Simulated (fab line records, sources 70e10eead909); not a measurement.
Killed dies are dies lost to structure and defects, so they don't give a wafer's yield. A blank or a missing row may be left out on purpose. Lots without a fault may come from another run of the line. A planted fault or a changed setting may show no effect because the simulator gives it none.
Chamber matching | flow nand_harc | NHARC_A_STAIRCASE_ETCH_169 on rie_diel-02: 4 sister chambers
The step etches the open film in CH3F/O2, target depth 50 nm, time 107.1 s. 22 wafers are shown with their chamber, then 11 later ones without.

WAFERS WITH THEIR CHAMBER
wafer  | chamber | drypump_motor_current_A (A) | showerhead_plenum_p_Torr (Torr) | oes_product_au (a.u.)
L076.2 | 1       | 6.0                         | 2.30                            | 0.957
L076.3 | 2       | 5.3                         | 2.38                            | 0.960
L076.6 | 3       | 5.2                         | 2.42                            | 0.986
L077.1 | 0       | 5.9                         | 2.37                            | 0.955
L077.2 | 3       | 5.2                         | 2.42                            | 0.947
L077.3 | 1       | 6.0                         | 2.30                            | 0.937
L079.3 | 2       | 5.3                         | 2.38                            | 0.952
L079.4 | 0       | 5.8                         | 2.37                            | 0.989
L079.6 | 3       | 5.2                         | 2.42                            | 0.988
L086.2 | 1       | 6.0                         | 2.30                            | 0.946
L086.3 | 0       | 5.8                         | 2.36                            | 0.970
L086.5 | 3       | 5.2                         | 2.42                            | 0.984
L083.4 | 3       | 5.2                         | 2.41                            | 0.930
L083.5 | 2       | 5.3                         | 2.37                            | 0.931
L083.6 | 3       | 5.2                         | 2.41                            | 0.932
L089.1 | 3       | 5.2                         | 2.41                            | 0.982
L089.3 | 0       | 5.9                         | 2.36                            | 0.977
L089.4 | 1       | 5.9                         | 2.29                            | 0.961
L088.1 | 0       | 5.8                         | 2.36                            | 0.951
L088.2 | 3       | 5.2                         | 2.41                            | 0.958
L088.4 | 2       | 5.3                         | 2.37                            | 0.949
L090.4 | 1       | 6.0                         | 2.29                            | 0.938

SIGNATURES (means of the wafers above)
reading                  | chamber 0 | chamber 1 | chamber 2 | chamber 3 | scatter within a chamber
drypump_motor_current_A  | 5.840     | 5.980     | 5.300     | 5.200     | 0.0333
showerhead_plenum_p_Torr | 2.3640    | 2.2960    | 2.3750    | 2.4150    | 0.00548
oes_product_au           | 0.96840   | 0.94780   | 0.94800   | 0.96337   | 0.0186
Rule: a wafer's distance from a chamber is the root of the sum, over the readings, of the square of ((its reading less the chamber's mean) divided by the reading's scatter). The wafer belongs to the nearest chamber; if the next one is less than 2 further off, it can't be placed. The scatter: the root of (the sum of the squares of (reading less its chamber's mean) over the shown wafers, divided by (wafers less chambers)).

WAFERS WITHOUT THEIR CHAMBER
wafer  | drypump_motor_current_A (A) | showerhead_plenum_p_Torr (Torr) | oes_product_au (a.u.)
L090.5 | 5.2                         | 2.41                            | 0.977
L090.6 | 5.3                         | 2.37                            | 0.939
L094.1 | 6.0                         | 2.29                            | 0.949
L094.2 | 5.2                         | 2.41                            | 0.960
L094.3 | 5.8                         | 2.36                            | 0.955
L095.3 | 5.2                         | 2.41                            | 1.015
L095.4 | 5.8                         | 2.36                            | 0.965
L095.6 | 5.2                         | 2.41                            | 1.007
L097.1 | 6.0                         | 2.29                            | 0.935
L097.4 | 5.4                         | 2.37                            | 0.926
L097.5 | 6.0                         | 2.29                            | 0.937

WHICH CHAMBER EACH WENT THROUGH
wafer  | from the rows above | in truth
L090.5 | 3                   | 3
L090.6 | 2                   | 2
L094.1 | 1                   | 1
L094.2 | 3                   | 3
L094.3 | 0                   | 0
L095.3 | 3                   | 3
L095.4 | 0                   | 0
L095.6 | 3                   | 3
L097.1 | 1                   | 1
L097.4 | 2                   | 2
L097.5 | 1                   | 1
Placed correctly: 11 of 11. Can't be placed from these rows: 0. Placed wrongly: 0.
